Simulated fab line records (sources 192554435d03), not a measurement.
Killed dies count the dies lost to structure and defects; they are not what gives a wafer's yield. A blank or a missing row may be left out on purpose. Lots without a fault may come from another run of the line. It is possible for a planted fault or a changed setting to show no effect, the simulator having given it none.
Chamber matching -- flow n5_finfet -- N5_FIN_CUT_CUT_ETCH_15 on rie_si-04: 4 sister chambers
The step etches Si in HBr/Cl2/O2, target depth 100 nm, bt time 10 s, time 42.4 s. 4 wafers are shown with their chamber, then 10 later ones without.

== EACH WAFER AND ITS CHAMBER ==
wafer,chamber,drypump_motor_current_A (A)
L092.1,1,4.8
L092.3,0,5.5
L093.1,3,5.6
L093.2,2,5.8

== WAFERS WITHOUT THEIR CHAMBER ==
wafer,drypump_motor_current_A (A)
L093.4,5.4
L095.3,4.8
L095.4,5.6
L095.5,5.4
L096.2,5.8
L096.3,4.8
L096.5,5.4
L097.2,5.6
L097.4,5.5
L097.6,5.8

== CHAMBER TAKEN BY EACH ==
wafer,from the rows above,in truth
L093.4,can't be placed: 0 or 3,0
L095.3,1,1
L095.4,can't be placed: 3 or 0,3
L095.5,can't be placed: 0 or 3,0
L096.2,2,2
L096.3,1,1
L096.5,can't be placed: 0 or 3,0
L097.2,can't be placed: 3 or 0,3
L097.4,can't be placed: 0 or 3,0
L097.6,2,2
Correct placement for 4 of the 10. Cannot be placed on the basis of these rows: 6; the candidates contain the true chamber in 6. Placed wrongly: 0.
How it was worked out, from the rows above alone: a wafer's distance from a chamber is the root of the sum, over the readings, of the square of ((its reading less the chamber's mean) divided by the reading's scatter). The wafer belongs to the nearest chamber; if the next one is less than 2 further off, it can't be placed. Each chamber's mean is taken over the wafers shown for it. The scatter (one wafer shown for each chamber): square how far every hidden wafer sits from the nearest shown wafer, average those squares and take the square root.
